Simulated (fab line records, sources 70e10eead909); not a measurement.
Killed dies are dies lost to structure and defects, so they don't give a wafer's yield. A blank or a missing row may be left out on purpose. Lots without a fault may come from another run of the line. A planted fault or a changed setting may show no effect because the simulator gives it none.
Chamber matching | flow nand_harc | NHARC_A_M0_ETCH_34 on rie_diel-11: 4 sister chambers
The step etches the open film in N2/H2, target depth 40 nm, overetch 12 nm, time 43.94 s. 4 wafers are shown with their chamber, then 11 later ones without.

WAFERS WITH THEIR CHAMBER
wafer  | chamber | showerhead_plenum_p_Torr (Torr)
L082.1 | 0       | 2.00
L085.2 | 1       | 2.16
L085.3 | 2       | 1.98
L088.4 | 3       | 1.92

WAFERS WITHOUT THEIR CHAMBER
wafer  | showerhead_plenum_p_Torr (Torr)
L088.5 | 2.00
L088.6 | 1.92
L091.1 | 1.99
L091.4 | 1.92
L091.5 | 2.15
L094.3 | 1.98
L094.5 | 1.99
L094.6 | 1.92
L096.1 | 1.92
L096.2 | 1.98
L096.5 | 1.91

WHICH CHAMBER EACH WENT THROUGH
wafer  | from the rows above     | in truth
L088.5 | 0                       | 0
L088.6 | 3                       | 3
L091.1 | can't be placed: 0 or 2 | 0
L091.4 | 3                       | 3
L091.5 | 1                       | 1
L094.3 | 2                       | 2
L094.5 | can't be placed: 0 or 2 | 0
L094.6 | 3                       | 3
L096.1 | 3                       | 3
L096.2 | 2                       | 2
L096.5 | 3                       | 3
Placed correctly: 9 of 11. Can't be placed from these rows: 2 (the true chamber is among the candidates in 2). Placed wrongly: 0.
How it was worked out, from the rows above alone: a wafer's distance from a chamber is the root of the sum, over the readings, of the square of ((its reading less the chamber's mean) divided by the reading's scatter). The wafer belongs to the nearest chamber; if the next one is less than 2 further off, it can't be placed. A chamber's mean is the mean of its shown wafers. The scatter: with one shown wafer a chamber, the root of the mean of the squares of how far each hidden wafer lies from its nearest shown one.
